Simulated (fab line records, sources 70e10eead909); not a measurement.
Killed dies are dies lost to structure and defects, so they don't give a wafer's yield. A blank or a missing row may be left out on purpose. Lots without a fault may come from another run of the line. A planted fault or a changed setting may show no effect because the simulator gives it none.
Chamber matching | flow nand_harc | NHARC_A_M1_DESCUM_14 on rie_diel-01: 4 sister chambers
The step chemistry O2, time 3 s. 16 wafers are shown with their chamber, then 8 later ones without.

WAFERS WITH THEIR CHAMBER
wafer  | chamber | showerhead_plenum_p_Torr (Torr) | drypump_motor_current_A (A) | oes_product_au (a.u.)
L078.1 | 0       | 2.00                            | 5.6                         | 1.023
L078.4 | 3       | 1.90                            | 5.8                         | 0.992
L078.5 | 1       | 1.87                            | 5.8                         | 0.949
L076.2 | 3       | 1.90                            | 5.8                         | 0.987
L076.3 | 0       | 2.00                            | 5.6                         | 1.038
L076.4 | 1       | 1.87                            | 5.9                         | 0.965
L080.2 | 0       | 2.00                            | 5.6                         | 1.037
L080.4 | 2       | 1.89                            | 5.9                         | 1.020
L080.5 | 2       | 1.88                            | 5.9                         | 1.016
L081.2 | 1       | 1.87                            | 5.8                         | 0.957
L081.5 | 2       | 1.88                            | 5.9                         | 1.010
L081.6 | 1       | 1.87                            | 5.8                         | 0.956
L084.1 | 3       | 1.90                            | 5.8                         | 0.986
L084.5 | 1       | 1.87                            | 5.8                         | 0.961
L084.6 | 2       | 1.88                            | 5.9                         | 1.016
L094.1 | 3       | 1.89                            | 5.8                         | 0.993

SIGNATURES (means of the wafers above)
reading                  | chamber 0 | chamber 1 | chamber 2 | chamber 3 | scatter within a chamber
showerhead_plenum_p_Torr | 2.0000    | 1.8700    | 1.8825    | 1.8975    | 0.00354
drypump_motor_current_A  | 5.600     | 5.820     | 5.900     | 5.800     | 0.0258
oes_product_au           | 1.03267   | 0.95760   | 1.01550   | 0.98950   | 0.00557
Rule: a wafer's distance from a chamber is the root of the sum, over the readings, of the square of ((its reading less the chamber's mean) divided by the reading's scatter). The wafer belongs to the nearest chamber; if the next one is less than 2 further off, it can't be placed. The scatter: the root of (the sum of the squares of (reading less its chamber's mean) over the shown wafers, divided by (wafers less chambers)).

WAFERS WITHOUT THEIR CHAMBER
wafer  | showerhead_plenum_p_Torr (Torr) | drypump_motor_current_A (A) | oes_product_au (a.u.)
L094.3 | 1.99                            | 5.7                         | 1.028
L094.6 | 1.99                            | 5.6                         | 1.018
L092.1 | 1.89                            | 5.8                         | 0.981
L092.2 | 1.88                            | 5.9                         | 0.993
L092.6 | 1.87                            | 5.8                         | 0.996
L093.3 | 1.99                            | 5.7                         | 1.012
L093.4 | 1.87                            | 5.8                         | 0.995
L093.6 | 1.89                            | 5.8                         | 0.983

WHICH CHAMBER EACH WENT THROUGH
wafer  | from the rows above          | in truth
L094.3 | 0                            | 0
L094.6 | 0                            | 0
L092.1 | 3                            | 3
L092.2 | 2                            | 2
L092.6 | can't be placed: 2 or 1 or 3 | 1
L093.3 | 0                            | 0
L093.4 | can't be placed: 2 or 1 or 3 | 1
L093.6 | 3                            | 3
Placed correctly: 6 of 8. Can't be placed from these rows: 2 (the true chamber is among the candidates in 2). Placed wrongly: 0.
